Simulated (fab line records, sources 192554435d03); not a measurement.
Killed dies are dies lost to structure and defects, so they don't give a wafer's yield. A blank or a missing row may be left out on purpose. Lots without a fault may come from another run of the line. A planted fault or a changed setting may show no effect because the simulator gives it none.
Chamber matching | flow n5_finfet | N5_BEOL_M5_STRIP_64 on rie_diel-03: 4 sister chambers
The step strips in CF4. 8 wafers are shown with their chamber, then 8 later ones without.

WAFERS WITH THEIR CHAMBER
wafer  | chamber | drypump_motor_current_A (A) | showerhead_plenum_p_Torr (Torr)
L080.5 | 0       | 5.2                         | 1.70
L081.1 | 2       | 5.4                         | 1.88
L083.5 | 1       | 5.9                         | 1.82
L083.6 | 3       | 4.8                         | 1.74
L086.1 | 2       | 5.4                         | 1.88
L086.2 | 3       | 4.7                         | 1.74
L086.3 | 1       | 5.9                         | 1.82
L090.3 | 0       | 5.2                         | 1.91

WAFERS WITHOUT THEIR CHAMBER
wafer  | drypump_motor_current_A (A) | showerhead_plenum_p_Torr (Torr)
L090.5 | 5.9                         | 1.82
L090.6 | 5.4                         | 1.87
L093.1 | 5.9                         | 1.81
L093.3 | 5.4                         | 1.87
L093.6 | 5.9                         | 1.81
L095.3 | 5.9                         | 1.81
L095.4 | 5.9                         | 1.81
L095.5 | 5.2                         | 1.90

WHICH CHAMBER EACH WENT THROUGH
wafer  | from the rows above | in truth
L090.5 | 1                   | 1
L090.6 | 2                   | 2
L093.1 | 1                   | 1
L093.3 | 2                   | 2
L093.6 | 1                   | 1
L095.3 | 1                   | 1
L095.4 | 1                   | 1
L095.5 | 0                   | 0
Placed correctly: 8 of 8. Can't be placed from these rows: 0. Placed wrongly: 0.
How it was worked out, from the rows above alone: a wafer's distance from a chamber is the root of the sum, over the readings, of the square of ((its reading less the chamber's mean) divided by the reading's scatter). The wafer belongs to the nearest chamber; if the next one is less than 2 further off, it can't be placed. A chamber's mean is the mean of its shown wafers. The scatter: the root of (the sum of the squares of (reading less its chamber's mean) over the shown wafers, divided by (wafers less chambers)).
